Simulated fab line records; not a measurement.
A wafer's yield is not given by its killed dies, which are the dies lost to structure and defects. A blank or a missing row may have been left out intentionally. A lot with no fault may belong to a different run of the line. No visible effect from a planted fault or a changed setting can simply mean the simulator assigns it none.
fab line records	flow nandHarc
record lots=7	wafers=21	lastDay=27
route steps=1159 shown P_ZERO_WELL@7 END@1159
lots untouched by any fault: they come from a run of this same line in which no faults occurred
startH: the number of hours between the record's first day and the start of the first shown wafer of the lot	waitH: hours since the lot's step before	" same as the row above	L1.1+2: a single row standing in for several wafers	- either no value or no given start	* or withheld: withheld	< > ~ a bound
route shown NAME@n: a module of which the file shows steps, and the number in the route of the first	usual: average and standard deviation across the fault-free wafers	same: alike in all rows	chamber/n: place in a boat	sites: per-site readings	_std_site: the standard deviation of these	_edge_site: the outer-site mean with the inner-site mean subtracted	radiusMm: how far each site lies from the wafer's centre	mask NAME#n: copy n	behind: the tool/chamber that last shaped the wafer	hold: reason for holding the lot/hours on hold/outcome of the hold	device: transistor that didn't switch, given as n, p or np	end of line: tests of these same wafers at the route's end	for a step that has no rows: nothing shown but its recipe	killed: at the first sort, the dies lost to defects and structure; wafer yield is something else	map: a wafer's dies, marking killed ones x, the rest . and places with no die _
set.NAME: the run value of the setting; set.NAME@STEP: its run value at that earlier step	model.NAME: the simulator's own value behind a step, which no gauge read
lots at some steps of the route; a table a step, a row a wafer
services: when a tool's chamber went out of use (startH, in hours from the record's first day, below 0 if earlier), for how many hours, and the reason
## steps
# step NHARC_P_ZERO_WELL_COAT_64
# recipe tempC=200	timeS=65
# step NHARC_P_ZERO_WELL_COAT_05
# recipe spinRpm=2000	resistThkNm=600
# step NHARC_P_ZERO_WELL_SOFTBAKE_06
# recipe tempC=125	timeS=70
# step NHARC_P_ZERO_WELL_EBR_07
# step NHARC_P_ZERO_WELL_EXPOSE_08
# recipe na=0.55	targetCdNm=500	doseMj=33.8	maskId=P_ZERO
# step NHARC_P_ZERO_WELL_PEB_09
# recipe pebTempC=128	pebTimeS=80
# step NHARC_P_ZERO_WELL_DEVELOP_10
# recipe timeS=50	devTempC=22
# step NHARC_P_ZERO_WELL_CD_MEAS_11
# recipe targetCdNm=500	landingEnergyEv=500
# usual cdNm=500.2/1.4
lot.wafer	tool	chamber	startH	waitH	cdNm
L533.2	cdSem-02	0	13.26	-	501.5
L533.3	"	0	"	"	501.5
L533.4	"	0	"	"	500.2
L535.2	cdSem-02	0	25.31	-	499.9
L535.5	"	0	"	"	496.6
L535.6	"	0	"	"	497.6
L539.3	cdSem-01	0	49.25	-	500.2
L539.5	"	0	"	"	499.4
L539.6	"	0	"	"	499.6
L553.2	cdSem-02	0	133.11	-	501.7
L553.3	"	0	"	"	502.4
L553.4	"	0	"	"	499.0
L554.3	cdSem-02	0	139.25	-	498.0
L554.4	"	0	"	"	498.6
L554.5	"	0	"	"	499.7
L555.1	cdSem-01	0	145.12	-	500.8
L555.3	"	0	"	"	499.3
L555.4	"	0	"	"	499.6
L556.1	cdSem-01	0	151.25	-	499.9
L556.2	"	0	"	"	500.5
L556.5	"	0	"	"	497.1
# step NHARC_P_ZERO_WELL_HARDBAKE_12
# recipe tempC=118	timeS=65
# step NHARC_P_ZERO_WELL_DESCUM_13
# recipe timeS=3	o2FlowSccm=200	arFlowSccm=0	biasPowerW=0	chemistry=O2
# usual chamberPressureMTorr=60.00/0.053	drypumpMotorCurrentA=5.8/0.42	oesProductAu=1.003/0.0071	rfVppV=57.9/0.89	showerheadPlenumPTorr=1.94/0.084	throttleValvePct=11.309/0.0092
lot.wafer	tool	chamber	startH	waitH	chamberPressureMTorr	drypumpMotorCurrentA	oesProductAu	rfHoursCounterH	rfVppV	showerheadPlenumPTorr	throttleValvePct
L533.2	rieDiel-01	0	13.41	-	59.88	6.3	1.002	2	57.5	1.92	11.306
L533.3	"	1	"	"	60.09	5.2	1.009	3	58.5	1.80	11.297
L533.4	"	2	"	"	60.10	5.7	1.013	3	57.5	1.97	11.332
L535.2	rieDiel-01	0	25.47	-	59.98	6.3	1.011	4	57.8	1.92	11.315
L535.5	"	3	"	"	60.07	5.5	1.010	-	58.0	1.98	11.306
L535.6	"	0	"	"	59.98	6.3	1.011	-	58.0	1.92	11.305
L539.3	rieDiel-10	2	49.44	-	59.95	6.4	1.001	4	57.7	1.87	11.334
L539.5	"	3	"	"	59.96	6.6	0.998	-	56.9	1.85	11.299
L539.6	"	0	"	"	60.06	6.1	1.009	-	57.2	2.00	11.325
L553.2	rieDiel-01	0	133.27	-	59.93	6.3	0.999	11	58.4	1.92	11.303
L553.4	"	2	"	"	59.96	5.7	1.001	12	57.7	1.97	11.305
L553.3	"	3	"	"	60.02	5.6	1.003	10	56.4	1.98	11.324
L554.3	rieDiel-02	1	139.41	-	60.10	5.5	0.999	12	59.1	2.05	11.307
L554.4	"	2	"	"	60.02	5.8	0.991	12	59.1	2.06	11.299
L554.5	"	1	"	"	60.02	5.5	1.005	-	59.9	2.05	11.299
L555.3	rieDiel-10	0	145.28	-	60.02	6.1	1.008	11	59.1	2.00	11.330
L555.4	"	1	"	"	60.01	5.3	1.007	12	57.8	1.93	11.301
L555.1	"	2	"	"	59.96	6.4	0.988	12	57.6	1.87	11.294
L556.1	rieDiel-01	1	151.42	-	60.03	5.2	0.986	0	59.5	1.80	11.310
L556.2	"	3	"	"	60.06	5.5	1.002	1	58.1	1.98	11.312
L556.5	"	1	"	"	60.01	5.2	1.006	-	57.1	1.80	11.294
# step NHARC_P_ZERO_WELL_ETCH_65
# recipe targetDepthA=800	overetchA=240	timeS=87.88	ionEnergyEv=200	n2FlowSccm=150	h2FlowSccm=150	arFlowSccm=0	rfW=400	biasW=150	chemistry=N2/H2
# usual biasW=150.0/0.49	chamberPressureMTorr=30.003/0.03	drypumpMotorCurrentA=5.8/0.41	oesProductAu=1.001/0.0081	rfVppV=431.2/2.5	showerheadPlenumPTorr=2.06/0.084	throttleValvePct=14.171/0.0094
lot.wafer	tool	chamber	startH	waitH	biasW	chamberPressureMTorr	drypumpMotorCurrentA	oesProductAu	rfHoursCounterH	rfVppV	showerheadPlenumPTorr	throttleValvePct
L533.2	rieDiel-01	1	13.50	0.1	149.1	29.978	5.2	1.001	3	428.8	1.91	14.172
L533.4	"	3	"	"	149.9	29.998	5.5	1.007	3	433.0	2.12	14.181
L533.3	"	0	"	"	149.6	29.999	6.3	1.007	2	430.2	2.05	14.159
L535.2	rieDiel-01	3	25.55	0.1	150.9	30.034	5.5	1.004	4	433.5	2.11	14.167
L535.5	"	3	"	"	151.1	29.947	5.5	1.011	-	432.3	2.11	14.165
L535.6	"	0	"	"	149.8	30.019	6.3	1.008	-	430.4	2.05	14.179
L539.3	rieDiel-10	0	49.52	0.1	150.3	30.019	6.1	1.009	4	434.1	2.14	14.162
L539.6	"	1	"	"	150.6	29.998	5.3	1.008	-	431.1	2.06	14.183
L539.5	"	2	"	"	149.5	30.032	6.4	0.991	-	429.8	2.00	14.176
L553.3	rieDiel-01	3	133.35	0.1	150.6	30.013	5.5	1.010	10	433.0	2.11	14.155
L553.2	"	1	"	"	149.8	29.983	5.2	0.994	11	427.2	1.91	14.170
L553.4	"	2	"	"	150.0	29.985	5.7	1.008	12	432.9	2.10	14.189
L554.3	rieDiel-02	0	139.49	0.1	149.8	29.994	6.0	1.003	12	429.4	2.00	14.176
L554.4	"	2	"	"	150.2	30.043	5.8	0.994	12	433.3	2.20	14.160
L554.5	"	0	"	"	149.9	29.999	6.0	1.001	-	428.6	2.00	14.166
L555.1	rieDiel-10	1	145.36	0.1	149.8	29.984	5.3	1.010	12	429.8	2.05	14.162
L555.4	"	3	"	"	149.6	29.997	6.6	1.004	11	427.7	1.96	14.159
L555.3	"	0	"	"	149.7	30.016	6.1	1.012	11	432.6	2.13	14.167
L556.2	rieDiel-01	0	151.51	0.1	149.8	30.006	6.3	0.993	0	430.7	2.04	14.181
L556.1	"	1	"	"	149.9	30.009	5.2	1.000	0	426.1	1.91	14.179
L556.5	"	3	"	"	149.5	29.985	5.5	1.011	-	431.7	2.11	14.149
# step NHARC_P_ZERO_WELL_ETCH_62
# recipe targetDepthA=130	timeS=6.5	chf3FlowSccm=50	arFlowSccm=200	rfW=500	biasW=200	chemistry=CHF3/Ar
# usual biasW=200.1/0.65	chamberPressureMTorr=25.000/0.023	drypumpMotorCurrentA=5.8/0.41	oesProductAu=0.968/0.012	rfVppV=371.2/2.3	showerheadPlenumPTorr=2.37/0.096	throttleValvePct=20.217/0.0098
lot.wafer	tool	chamber	startH	waitH	biasW	chamberPressureMTorr	drypumpMotorCurrentA	oesProductAu	rfHoursCounterH	rfVppV	showerheadPlenumPTorr	throttleValvePct
L533.2	rieDiel-01	2	-	-	198.9	25.005	5.7	0.983	3	371.9	2.41	20.222
L533.3	"	0	"	"	200.4	25.045	6.3	0.960	2	371.9	2.35	20.213
L533.4	"	1	"	"	200.5	25.005	5.2	0.957	3	368.5	2.21	20.212
L535.2	rieDiel-01	2	-	-	200.2	24.991	5.7	0.984	5	371.0	2.41	20.216
L535.5	"	1	"	"	199.6	24.971	5.2	0.978	-	366.8	2.21	20.210
L535.6	"	2	"	"	199.8	25.006	5.7	0.983	-	372.4	2.41	20.208
L539.3	rieDiel-10	0	-	-	200.6	24.994	6.1	0.964	4	372.7	2.45	20.226
L539.6	"	1	"	"	198.4	25.000	5.3	0.987	-	370.7	2.36	20.227
L539.5	"	2	"	"	201.1	25.057	6.4	0.986	-	369.0	2.30	20.226
L553.3	rieDiel-01	0	-	-	200.8	25.026	6.3	0.970	11	370.9	2.35	20.221
L553.2	"	1	"	"	201.4	24.977	5.2	0.960	11	367.4	2.21	20.243
L553.4	"	2	"	"	200.4	24.982	5.7	0.979	12	372.7	2.41	20.223
L554.3	rieDiel-02	1	-	-	199.7	25.005	5.5	0.958	12	373.5	2.51	20.222
L554.4	"	2	"	"	200.2	24.986	5.8	0.978	12	376.5	2.52	20.217
L554.5	"	1	"	"	199.2	25.066	5.5	0.968	-	374.7	2.51	20.219
L555.4	rieDiel-10	3	-	-	200.4	24.985	6.6	0.960	11	369.5	2.26	20.209
L555.3	"	0	"	"	199.3	24.984	6.1	0.962	11	373.1	2.45	20.208
L555.1	"	2	"	"	200.5	24.993	6.4	0.966	12	369.4	2.29	20.208
L556.1	rieDiel-01	1	-	-	200.6	25.048	5.2	0.958	0	366.1	2.21	20.204
L556.2	"	3	"	"	199.9	25.002	5.5	0.976	1	372.9	2.42	20.222
L556.5	"	0	"	"	201.0	24.957	6.3	0.957	-	371.6	2.35	20.198
# step NHARC_P_ZERO_WELL_ETCH_63
# recipe targetDepthA=1200	timeS=40.1	hbrFlowSccm=150	cl2FlowSccm=50	rfW=400	icpW=400	biasW=100	chemistry=HBr/Cl2
# usual biasW=99.99/0.29	chamberPressureMTorr=15.001/0.014	drypumpMotorCurrentA=5.9/0.5	oesProductAu=1.000/0.0075	throttleValvePct=26.407/0.0095
lot.wafer	tool	chamber	startH	waitH	biasW	chamberPressureMTorr	drypumpMotorCurrentA	oesProductAu	rfHoursCounterH	throttleValvePct
L533.4	rieSi-05	2	13.67	-	100.04	15.020	6.3	0.992	0.9	26.416
L533.2	"	3	"	"	99.97	15.017	5.7	0.998	1.0	26.407
L533.3	"	1	"	"	100.54	14.976	4.9	0.985	1.0	26.409
L535.2	rieSi-02	0	25.77	-	99.77	14.998	5.6	1.005	1.3	26.408
L535.5	"	2	"	"	99.63	15.012	5.8	1.011	-	26.408
L535.6	"	3	"	"	99.91	14.992	6.6	1.006	-	26.392
L539.3	rieSi-05	0	49.68	-	100.28	15.013	6.2	1.007	1.4	26.406
L539.5	"	0	"	"	99.92	15.006	6.1	1.004	-	26.409
L539.6	"	1	"	"	100.36	14.981	4.8	0.998	-	26.410
L553.4	rieSi-05	2	133.53	-	-	-	-	-	-	-
L553.3	"	0	"	"	-	-	-	-	-	-
L553.2	"	1	"	"	-	-	-	-	-	-
L554.3	rieSi-02	3	139.69	-	-	-	-	-	-	-
L554.4	"	0	"	"	-	-	-	-	-	-
L554.5	"	2	"	"	-	-	-	-	-	-
L555.3	rieSi-05	3	145.53	-	-	-	-	-	-	-
L555.1	"	0	"	"	-	-	-	-	-	-
L555.4	"	1	"	"	-	-	-	-	-	-
L556.2	rieSi-04	2	151.67	-	99.79	14.977	5.7	0.992	0.4	26.401
L556.1	"	1	"	"	100.05	15.001	5.9	0.999	0.4	26.395
L556.5	"	2	"	"	99.80	15.025	5.7	0.991	-	26.399
# step NHARC_P_ZERO_WELL_STRIP_15
# recipe timeS=900	tempC=130	chemistry=SPM
# step NHARC_END_SORT_01
# recipe tempC=25
# usual killedAtArray=28/11	killedAtOther=0.9/1.2	killedAtPeriphery=2.6/2.1	killedDies=31/11	killedOpen=3.1/1.7	killedShort=1.9/1.3
# same grossDies=677
lot.wafer	tool	chamber	startH	waitH	killedAtArray	killedAtOther	killedAtPeriphery	killedDies	killedOpen	killedShort
L553.2	prober-02	0	622.48	2.8	18	0	659	677	3	0
L553.3	prober-02	0	623.28	3.1	14	0	663	677	4	2
L553.4	prober-02	0	624.08	3.4	19	0	658	677	2	0
L555.1	prober-02	0	637.26	2.5	36	3	638	677	1	2
L555.3	prober-02	0	638.83	3.1	28	0	649	677	1	2
L555.4	prober-02	0	639.62	3.4	27	2	648	677	3	1
L554.3	prober-02	0	646.53	3.1	36	0	641	677	4	3
L554.4	prober-02	0	647.33	3.4	35	1	641	677	3	2
L554.5	prober-02	0	648.13	3.7	29	4	644	677	7	3
# killed by level:class
L553.2 P_ZERO_WELL:areaEtch=653 A_CHANNEL_HOLE_D1:chamberFilmFlake=5 A_STAIRCASE:chamberFilmFlake=5 A_CONTACT:chamberFilmFlake=5 P_GATE:chamberFilmFlake=3 P_M1:chamberFilmFlake=2 P_M1:geometricParticle:open=1 A_BLC:geometricParticle:open=1
L553.3 P_ZERO_WELL:areaEtch=655 A_STAIRCASE:chamberFilmFlake=6 A_CHANNEL_HOLE_D1:chamberFilmFlake=4 P_CONTACT:geometricParticle:open=3 P_M1:chamberFilmFlake=3 P_GATE:geometricParticle:open=1 P_M0:geometricParticle:short=1 A_WL_FILL:geometricParticle:short=1
L553.4 P_ZERO_WELL:areaEtch=655 A_STAIRCASE:chamberFilmFlake=9 A_CHANNEL_HOLE_D1:chamberFilmFlake=5 A_CONTACT:chamberFilmFlake=4 P_M1:chamberFilmFlake=2 P_GATE:geometricParticle:open=1 A_CONTACT:geometricParticle:open=1
L555.1 P_ZERO_WELL:areaEtch=638 A_CHANNEL_HOLE_D1:chamberFilmFlake=28 THIN_TSV:chamberFilmFlake=3 A_CONTACT:chamberFilmFlake=2 A_SOURCE_PLATE:geometricParticle:short=1 A_ONON_D1:geometricParticle:short=1 A_CONTACT:geometricParticle:open=1 A_STAIRCASE:chamberFilmFlake=1
L555.3 P_ZERO_WELL:areaEtch=647 A_CHANNEL_HOLE_D1:chamberFilmFlake=22 A_CONTACT:chamberFilmFlake=2 P_M0:geometricParticle:short=1 A_SOURCE_PLATE:geometricParticle:open=1 A_SGD_CUT:geometricParticle:short=1 P_GATE:chamberFilmFlake=1 A_CHANNEL_FILL_D1:chamberFilmFlake=1
L555.4 P_ZERO_WELL:areaEtch=646 A_CHANNEL_HOLE_D1:chamberFilmFlake=21 P_GATE:chamberFilmFlake=2 A_STAIRCASE:chamberFilmFlake=2 A_CHANNEL_FILL_D1:geometricParticle:open=1 A_CHANNEL_FILL_D1:geometricParticle:short=1 A_SLIT:geometricParticle:open=1 STARTING-WAFER:geometricParticle:open=1
L554.3 P_ZERO_WELL:areaEtch=639 A_SLIT:chamberFilmFlake=15 A_CONTACT:chamberFilmFlake=5 A_CHANNEL_HOLE_D1:chamberFilmFlake=4 A_STAIRCASE:chamberFilmFlake=4 A_WL_FILL:chamberFilmFlake=2 P_M0:geometricParticle:open=1 A_CHANNEL_FILL_D1:geometricParticle:short=1
L554.4 P_ZERO_WELL:areaEtch=640 A_SLIT:chamberFilmFlake=15 A_CHANNEL_HOLE_D1:chamberFilmFlake=10 A_STAIRCASE:chamberFilmFlake=3 A_WL_FILL:chamberFilmFlake=2 P_M0:geometricParticle:open=1 A_ONON_D1:geometricParticle:short=1 A_ONON_D1:geometricParticle:open=1
L554.5 P_ZERO_WELL:areaEtch=639 A_SLIT:chamberFilmFlake=17 A_CHANNEL_HOLE_D1:chamberFilmFlake=4 THIN_TSV:chamberFilmFlake=4 P_M0:geometricParticle:short=3 A_M0:geometricParticle:open=2 A_STAIRCASE:chamberFilmFlake=2 P_CONTACT:geometricParticle:open=1
# map L553.2 (x killed, . not)
____________x____________
_________xxxxxxx_________
_______xxxxxxxxxxx_______
______xxxxxxxxxxxxx______
_____xxxxxxxxxxxxxxx_____
____xxxxxxxxxxxxxxxxx____
____xxxxxxxxxxxxxxxxx____
___xxxxxxxxxxxxxxxxxxx___
___xxxxxxxxxxxxxxxxxxx___
__xxxxxxxxxxxxxxxxxxxxx__
__xxxxxxxxxxxxxxxxxxxxx__
_xxxxxxxxxxxxxxxxxxxxxxx_
_xxxxxxxxxxxxxxxxxxxxxxx_
_xxxxxxxxxxxxxxxxxxxxxxx_
_xxxxxxxxxxxxxxxxxxxxxxx_
_xxxxxxxxxxxxxxxxxxxxxxx_
xxxxxxxxxxxxxxxxxxxxxxxxx
xxxxxxxxxxxxxxxxxxxxxxxxx
xxxxxxxxxxxxxxxxxxxxxxxxx
xxxxxxxxxxxxxxxxxxxxxxxxx
xxxxxxxxxxxxxxxxxxxxxxxxx
_xxxxxxxxxxxxxxxxxxxxxxx_
_xxxxxxxxxxxxxxxxxxxxxxx_
_xxxxxxxxxxxxxxxxxxxxxxx_
_xxxxxxxxxxxxxxxxxxxxxxx_
_xxxxxxxxxxxxxxxxxxxxxxx_
__xxxxxxxxxxxxxxxxxxxxx__
__xxxxxxxxxxxxxxxxxxxxx__
___xxxxxxxxxxxxxxxxxxx___
___xxxxxxxxxxxxxxxxxxx___
____xxxxxxxxxxxxxxxxx____
____xxxxxxxxxxxxxxxxx____
_____xxxxxxxxxxxxxxx_____
______xxxxxxxxxxxxx______
_______xxxxxxxxxxx_______
_________xxxxxxx_________
____________x____________
# map L554.3 (x killed, . not)
____________x____________
_________xxxxxxx_________
_______xxxxxxxxxxx_______
______xxxxxxxxxxxxx______
_____xxxxxxxxxxxxxxx_____
____xxxxxxxxxxxxxxxxx____
____xxxxxxxxxxxxxxxxx____
___xxxxxxxxxxxxxxxxxxx___
___xxxxxxxxxxxxxxxxxxx___
__xxxxxxxxxxxxxxxxxxxxx__
__xxxxxxxxxxxxxxxxxxxxx__
_xxxxxxxxxxxxxxxxxxxxxxx_
_xxxxxxxxxxxxxxxxxxxxxxx_
_xxxxxxxxxxxxxxxxxxxxxxx_
_xxxxxxxxxxxxxxxxxxxxxxx_
_xxxxxxxxxxxxxxxxxxxxxxx_
xxxxxxxxxxxxxxxxxxxxxxxxx
xxxxxxxxxxxxxxxxxxxxxxxxx
xxxxxxxxxxxxxxxxxxxxxxxxx
xxxxxxxxxxxxxxxxxxxxxxxxx
xxxxxxxxxxxxxxxxxxxxxxxxx
_xxxxxxxxxxxxxxxxxxxxxxx_
_xxxxxxxxxxxxxxxxxxxxxxx_
_xxxxxxxxxxxxxxxxxxxxxxx_
_xxxxxxxxxxxxxxxxxxxxxxx_
_xxxxxxxxxxxxxxxxxxxxxxx_
__xxxxxxxxxxxxxxxxxxxxx__
__xxxxxxxxxxxxxxxxxxxxx__
___xxxxxxxxxxxxxxxxxxx___
___xxxxxxxxxxxxxxxxxxx___
____xxxxxxxxxxxxxxxxx____
____xxxxxxxxxxxxxxxxx____
_____xxxxxxxxxxxxxxx_____
______xxxxxxxxxxxxx______
_______xxxxxxxxxxx_______
_________xxxxxxx_________
____________x____________
## services
tool	chamber	startH	hours	kind
rieDiel-01	0	-5.69	-	clean
rieDiel-01	1	-5.69	-	clean
rieDiel-01	2	-5.69	-	clean
rieDiel-01	3	-5.69	-	clean
rieDiel-10	-	-0.50	9.0	pm
rieDiel-01	0	18.98	-	clean
rieDiel-01	1	18.98	-	clean
rieDiel-01	2	18.98	-	clean
rieDiel-01	3	18.98	-	clean
rieSi-02	-	34.00	9.0	pm
rieSi-04	0	50.71	3.3	repair
rieSi-05	-	62.09	9.0	pm
rieDiel-01	2	63.93	1.9	repair
rieDiel-01	3	76.45	6.5	repair
rieSi-05	2	88.39	3.7	repair
rieDiel-10	1	89.64	6.7	repair
rieDiel-10	0	92.79	2.4	repair
rieSi-04	-	99.00	9.0	pm
rieSi-02	1	105.57	7.7	repair
rieDiel-01	3	110.10	10.6	repair
rieDiel-10	0	110.67	8.8	repair
rieDiel-01	-	125.82	0.7	repair
rieDiel-01	-	137.80	9.0	pm
rieDiel-02	-	150.70	9.0	pm
## key
firstSign step=NHARC_P_ZERO_WELL_ETCH_63	reading=toolRecord	direction=missing
effect step=NHARC_END_SORT_01	reading=killedAtPeriphery	direction=up	sigmas=99+	usual=2.6	struck=649
moreKillsBornAt NHARC_P_ZERO_WELL_ETCH_63@rieSi-05=3894	NHARC_P_ZERO_WELL_ETCH_63@rieSi-02=1918
metAt NHARC_P_ZERO_WELL_ETCH_63
struckWafers L553.2,L553.3,L553.4,L554.3,L554.4,L554.5,L555.1,L555.3,L555.4
laterRowsLeftOut L553.2,L553.3,L553.4,L554.3,L554.4,L554.5,L555.1,L555.3,L555.4
testerLeftOut L553,L554,L555
onsetBetween 49.68 133.53
fault kind=skippedStepWhole	tool=rieSi-02,rieSi-05	chamber=-	onsetH=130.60	steps=NHARC_P_ZERO_WELL_ETCH_63	scope=struckLotsOnly
# testerLeftOut: of these lots the tester's yield and bins aren't shown, on N5 and GAA mostly nor the transistor test; their killed dies are dies lost to structure and defects alone, not to doping, threshold or leakage, so they don't give the yield
# laterRowsLeftOut: the simulator's readings of these wafers behind a module that went badly wrong aren't trusted and aren't shown, but for the sort
